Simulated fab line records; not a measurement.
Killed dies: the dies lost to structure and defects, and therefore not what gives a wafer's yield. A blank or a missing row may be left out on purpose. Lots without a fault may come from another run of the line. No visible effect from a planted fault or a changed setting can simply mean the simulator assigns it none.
Chamber matching | flow n5-finfet | cmp-03 running N5_BEOL_M9_CMP_52: 4 sister chambers
The step polishes, stops on SiCOH lowk, t overpolish 7 s, target thk 140 nm. 8 wafers are shown with their chamber, then 7 later ones without.

## WAFERS, EACH WITH ITS CHAMBER
wafer  | chamber | time-to-endpoint-s (s) | motor-current-A (A)
L087.2 | 2       | 74                     | 5.8
L087.4 | 0       | 62                     | 7.1
L087.5 | 1       | 65                     | 6.0
L088.1 | 0       | 63                     | 6.8
L088.2 | 3       | 62                     | 6.0
L088.4 | 1       | 69                     | 5.8
L090.1 | 3       | 61                     | 5.8
L090.4 | 2       | 74                     | 5.7

## WAFERS MISSING THEIR CHAMBER
wafer  | time-to-endpoint-s (s) | motor-current-A (A)
L090.5 | 68                     | 6.2
L091.2 | 72                     | 5.8
L091.3 | 59                     | 6.7
L091.5 | 62                     | 6.0
L097.2 | 64                     | 6.4
L097.4 | 66                     | 6.0
L097.6 | 66                     | 6.2

## WHICH CHAMBER EACH WENT THROUGH
wafer  | from the rows above          | in truth
L090.5 | 1                            | 1
L091.2 | 2                            | 2
L091.3 | 0                            | 0
L091.5 | 3                            | 3
L097.2 | can't be placed: 3 or 0 or 1 | 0
L097.4 | 1                            | 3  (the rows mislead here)
L097.6 | can't be placed: 1 or 3      | 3
Correct placement for 4 of the 7. Not placeable from these rows: 2 (in 2, the candidates include the true chamber). Wrongly placed: 1.
How it was worked out, from the rows above alone: a wafer's distance from a chamber is the root of the sum, over the readings, of the square of ((its reading less the chamber's mean) divided by the reading's scatter). If the next closest chamber is less than 2 further off than the closest, the wafer can't be placed; otherwise it belongs to the closest. Each chamber's mean is taken over the wafers shown for it. The scatter is the square root of a quotient: the sum, over the shown wafers, of each reading's squared deviation from its chamber's mean, divided by wafers minus chambers.
